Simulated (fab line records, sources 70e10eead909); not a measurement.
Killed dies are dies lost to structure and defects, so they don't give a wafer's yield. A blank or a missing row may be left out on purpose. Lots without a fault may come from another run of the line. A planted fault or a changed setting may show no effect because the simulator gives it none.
Which tool did it? | flow nand_harc | 12 lots, 36 wafers sampled, at 7 steps of a route of 1302

WHAT THE GAUGES READ, wafer by wafer
NHARC_A_M1_THK_MEAS_24: measures by xrf. Usual: thk_nm 154.0 nm, standard deviation 1.5.
lot  | measured     | on            | thk_nm (nm)       | flag
L999 | day 23 18:59 | film_metro-02 | 153.2 155.8 153.9 |
L103 | day 26 01:56 | film_metro-02 | 155.2 155.1 153.4 |
L104 | day 26 01:36 | film_metro-01 | 155.9 154.1 154.0 |
L105 | day 26 07:21 | film_metro-02 | 29.1 27.8 28.8    | OFF
L106 | day 26 17:01 | film_metro-01 | 30.4 30.5 30.5    | OFF
L114 | day 29 11:28 | film_metro-02 | 154.0 154.9 154.7 |
L111 | day 29 20:40 | film_metro-02 | 153.1 154.5 152.2 |
L116 | day 30 11:39 | film_metro-01 | 155.6 153.3 152.7 |
L115 | day 30 12:26 | film_metro-01 | 152.7 154.3 153.6 |
L118 | day 31 05:38 | film_metro-02 | 154.9 154.4 154.4 |
L120 | day 31 12:58 | film_metro-02 | 155.3 152.0 155.5 |
L119 | day 31 19:09 | film_metro-01 | 154.4 154.6 151.3 |

NHARC_END_SORT_01. Usual: killed_at_array 56, standard deviation 19; killed_at_other 0.6, standard deviation 1; killed_at_periphery 3.9, standard deviation 2.7; killed_dies 61, standard deviation 19; killed_open 3.3, standard deviation 1.9; killed_short 2.4, standard deviation 1.7.
lot  | measured     | on        | killed_at_array | killed_at_other | killed_at_periphery | killed_dies | killed_open | killed_short | flag
L105 | day 27 15:38 | prober-02 | 669 671 675     | 0 0 0           | 8 6 2               | 677 677 677 | 2 2 5       | 3 0 4        | OFF
L106 | day 28 06:38 | prober-01 | 675 675 672     | 0 0 3           | 2 2 2               | 677 677 677 | 4 3 4       | 3 1 1        | OFF

WHICH TOOL RAN EACH LOT (tool, then ch and the chambers of the sampled wafers, then the start)
lot  | NHARC_A_M1_ETCH_35                 | NHARC_A_M1_ECD_22              | NHARC_A_M1_ANNEAL_31             | NHARC_A_M1_CMP_23             | NHARC_A_M1_PRE_CLEAN_32
L999 | rie_diel-12 ch 0,3, day 23 16:26   | ecd_cu-01 ch 0,1, day 23 17:43 | rtp_anneal-01 ch 0, day 23 18:20 | cmp-02 ch 0,1,2, day 23 18:41 | pecvd-04 ch 0,1, day 23 19:13
L103 | rie_diel-01 ch 0,1,2, day 25 23:14 | ecd_cu-01 ch 0,1, day 26 00:52 | rtp_anneal-01 ch 0, day 26 01:16 | cmp-02 ch 0,2,3, day 26 01:40 | pecvd-04 ch 0,2, day 26 03:14
L104 | rie_diel-09 ch 0,2,3, day 25 23:16 | ecd_cu-01 ch 0,1, day 26 00:34 | rtp_anneal-02 ch 0, day 26 00:56 | cmp-04 ch 0,1, day 26 01:17   | pecvd-02 ch 0,1, day 26 03:08
L105 | rie_diel-09 ch 0,2, day 26 05:02   | ecd_cu-02 ch 0,1, day 26 06:25 | rtp_anneal-02 ch 0, day 26 06:48 | cmp-04 ch 0,1,2, day 26 07:05 | pecvd-02 ch 0,2, day 26 07:34
L106 | rie_diel-09 ch 0,2,3, day 26 14:42 | ecd_cu-02 ch 0,1, day 26 16:05 | rtp_anneal-01 ch 0, day 26 16:28 | cmp-02 ch 0,1,2, day 26 16:44 | pecvd-04 ch 0,1,2, day 26 17:16
L114 | rie_diel-12 ch 0,1,2, day 29 09:08 | ecd_cu-02 ch 0,1, day 29 10:29 | rtp_anneal-02 ch 0, day 29 10:51 | cmp-04 ch 0,2,3, day 29 11:09 | pecvd-03 ch 0,2, day 29 11:41
L111 | rie_diel-12 ch 0,1,2, day 29 18:20 | ecd_cu-02 ch 0,1, day 29 19:40 | rtp_anneal-02 ch 0, day 29 20:02 | cmp-03 ch 0,2,3, day 29 20:25 | pecvd-03 ch 0,2, day 29 20:54
L116 | rie_diel-09 ch 1,2,3, day 30 09:20 | ecd_cu-01 ch 0,1, day 30 10:37 | rtp_anneal-01 ch 0, day 30 11:00 | cmp-03 ch 2,3, day 30 11:22   | pecvd-02 ch 0,1, day 30 11:53
L115 | rie_diel-01 ch 0,1,2, day 30 10:04 | ecd_cu-02 ch 0,1, day 30 11:27 | rtp_anneal-01 ch 0, day 30 11:50 | cmp-02 ch 0,2,3, day 30 12:07 | pecvd-04 ch 0,1, day 30 12:40
L118 | rie_diel-12 ch 0,1,3, day 31 03:17 | ecd_cu-02 ch 0,1, day 31 04:35 | rtp_anneal-01 ch 0, day 31 04:58 | cmp-04 ch 0,1, day 31 05:19   | pecvd-03 ch 0,2, day 31 05:51
L120 | rie_diel-01 ch 1,2,3, day 31 10:38 | ecd_cu-02 ch 0,1, day 31 11:58 | rtp_anneal-02 ch 0, day 31 12:18 | cmp-03 ch 0,1,3, day 31 12:41 | pecvd-04 ch 1,2, day 31 13:11
L119 | rie_diel-12 ch 1,2,3, day 31 16:46 | ecd_cu-02 ch 0,1, day 31 18:06 | rtp_anneal-02 ch 0, day 31 18:29 | cmp-02 ch 0,1,3, day 31 18:52 | pecvd-02 ch 0,1, day 31 19:25
- NHARC_A_M1_ETCH_35: etches the open film in N2/H2, target depth 40 nm, overetch 12 nm, time 43.94 s.
- NHARC_A_M1_ECD_22: material Cu, target thk 400 nm.
- NHARC_A_M1_ANNEAL_31: time 90 s.
- NHARC_A_M1_CMP_23: polishes, t overpolish 20 s, target thk 154.34 nm.
- NHARC_A_M1_PRE_CLEAN_32: time 12 s.

WHAT THE TOOLS THEMSELVES READ (means of the sampled wafers that have a number; where no wafer has one, the mark that the record gives instead)
NHARC_A_M1_ETCH_35. Usual: drypump_motor_current_A 5.6 A, standard deviation 0.42; oes_product_au 0.999 a.u., standard deviation 0.011; rf_vpp_V 431.1 V, standard deviation 2.7; showerhead_plenum_p_Torr 2.06 Torr, standard deviation 0.092; throttle_valve_pct 14.171 %, standard deviation 0.0095.
lot  | tool        | drypump_motor_current_A (A) | oes_product_au (a.u.) | rf_vpp_V (V) | showerhead_plenum_p_Torr (Torr) | throttle_valve_pct (%) | flag
L999 | rie_diel-12 | 5.6                         | 0.991                 | 433.3        | 2.13                            | 14.173                 |
L103 | rie_diel-01 | 5.5                         | 0.993                 | 432.3        | 2.07                            | 14.164                 |
L104 | rie_diel-09 | 5.7                         | 1.004                 | 430.4        | 2.01                            | 14.166                 |
L105 | rie_diel-09 | 5.8                         | 0.998                 | 427.3        | 1.94                            | 14.170                 |
L106 | rie_diel-09 | 5.6                         | 0.995                 | 429.4        | 2.01                            | 14.159                 |
L114 | rie_diel-12 | 5.3                         | 1.015                 | 433.2        | 2.14                            | 14.167                 |
L111 | rie_diel-12 | 5.3                         | 1.012                 | 433.8        | 2.14                            | 14.169                 |
L116 | rie_diel-09 | 6.1                         | 1.009                 | 430.1        | 2.03                            | 14.177                 |
L115 | rie_diel-01 | 5.5                         | 0.998                 | 432.0        | 2.07                            | 14.163                 |
L118 | rie_diel-12 | 5.6                         | 1.003                 | 433.6        | 2.14                            | 14.164                 |
L120 | rie_diel-01 | 5.7                         | 0.993                 | 430.5        | 2.06                            | 14.166                 |
L119 | rie_diel-12 | 5.5                         | 1.007                 | 433.6        | 2.14                            | 14.171                 |

NHARC_A_M1_ECD_22. Usual: bath_heat_duty_pct 6.3 %, standard deviation 0.57; bath_temp_c 25.00 C, standard deviation 0.096.
lot  | tool      | bath_heat_duty_pct (%) | bath_temp_c (C) | flag
L999 | ecd_cu-01 | 7.2                    | 25.04           |
L103 | ecd_cu-01 | 5.3                    | 24.93           |
L104 | ecd_cu-01 | 6.1                    | 24.84           |
L105 | ecd_cu-02 | -                      | -               | OFF
L106 | ecd_cu-02 | -                      | -               | OFF
L114 | ecd_cu-02 | 6.5                    | 25.04           |
L111 | ecd_cu-02 | 6.3                    | 24.95           |
L116 | ecd_cu-01 | 6.0                    | 24.96           |
L115 | ecd_cu-02 | 6.3                    | 25.12           |
L118 | ecd_cu-02 | 6.4                    | 24.92           |
L120 | ecd_cu-02 | 6.8                    | 25.02           |
L119 | ecd_cu-02 | 6.9                    | 25.11           |

NHARC_A_M1_ANNEAL_31. Usual: wafer_temp_C_max 226.0, standard deviation 0.35.
lot  | tool          | wafer_temp_C_max | flag
L999 | rtp_anneal-01 | 226.1            |
L103 | rtp_anneal-01 | 225.8            |
L104 | rtp_anneal-02 | 225.9            |
L105 | rtp_anneal-02 | 225.7            |
L106 | rtp_anneal-01 | 226.3            |
L114 | rtp_anneal-02 | 225.7            |
L111 | rtp_anneal-02 | 225.8            |
L116 | rtp_anneal-01 | 226.4            |
L115 | rtp_anneal-01 | 226.5            |
L118 | rtp_anneal-01 | 226.2            |
L120 | rtp_anneal-02 | 225.6            |
L119 | rtp_anneal-02 | 225.8            |

NHARC_A_M1_CMP_23. Usual: motor_current_A 11.8 A, standard deviation 1.1; time_to_endpoint_s 27 s, standard deviation 3.2.
lot  | tool   | motor_current_A (A) | time_to_endpoint_s (s) | flag
L999 | cmp-02 | 12.0                | 25                     |
L103 | cmp-02 | 11.3                | 26                     |
L104 | cmp-04 | 12.3                | 33                     |
L105 | cmp-04 | 13.0                | 2                      | OFF
L106 | cmp-02 | 12.0                | 1                      | OFF
L114 | cmp-04 | 12.6                | 25                     |
L111 | cmp-03 | 12.0                | 25                     |
L116 | cmp-03 | 12.0                | 28                     |
L115 | cmp-02 | 11.4                | 24                     |
L118 | cmp-04 | 11.9                | 27                     |
L120 | cmp-03 | 11.2                | 25                     |
L119 | cmp-02 | 10.7                | 26                     |

NHARC_A_M1_PRE_CLEAN_32. Usual: heater_power_w 661 W, standard deviation 72.
lot  | tool     | heater_power_w (W) | flag
L999 | pecvd-04 | 732                |
L103 | pecvd-04 | 737                |
L104 | pecvd-02 | 625                |
L105 | pecvd-02 | 630                |
L106 | pecvd-04 | 692                |
L114 | pecvd-03 | 625                |
L111 | pecvd-03 | 699                |
L116 | pecvd-02 | 640                |
L115 | pecvd-04 | 729                |
L118 | pecvd-03 | 687                |
L120 | pecvd-04 | 649                |
L119 | pecvd-02 | 586                |

THE ANSWER, worked out from the rows above alone
Rule: a lot is off if the mean of its wafers that have a number lies more than 3 standard deviations from the usual mean. A lot without any number at a reading at which 4 lots or more have one is off too. The other lots that the step has rows for count as sound. The gauges are gone through in route order, then the tools' own readings, and for those a lot's mean is taken as printed above. The first step at which some lot is off is used, and at that step the reading that is off furthest; a lot without a number counts as furthest.
Off: L105, L106, at NHARC_A_M1_THK_MEAS_24 (thk_nm).
A tool fits if, at a process step before that reading, it ran every lot that is off, and no sound lot after the first of them. The gauges at NHARC_A_M1_THK_MEAS_24 aren't tried: what is off there is off at NHARC_END_SORT_01 too, on other tools, and a gauge's error can't cause that. None of those tried fits.

WHAT THE SIMULATOR HAD PUT IN
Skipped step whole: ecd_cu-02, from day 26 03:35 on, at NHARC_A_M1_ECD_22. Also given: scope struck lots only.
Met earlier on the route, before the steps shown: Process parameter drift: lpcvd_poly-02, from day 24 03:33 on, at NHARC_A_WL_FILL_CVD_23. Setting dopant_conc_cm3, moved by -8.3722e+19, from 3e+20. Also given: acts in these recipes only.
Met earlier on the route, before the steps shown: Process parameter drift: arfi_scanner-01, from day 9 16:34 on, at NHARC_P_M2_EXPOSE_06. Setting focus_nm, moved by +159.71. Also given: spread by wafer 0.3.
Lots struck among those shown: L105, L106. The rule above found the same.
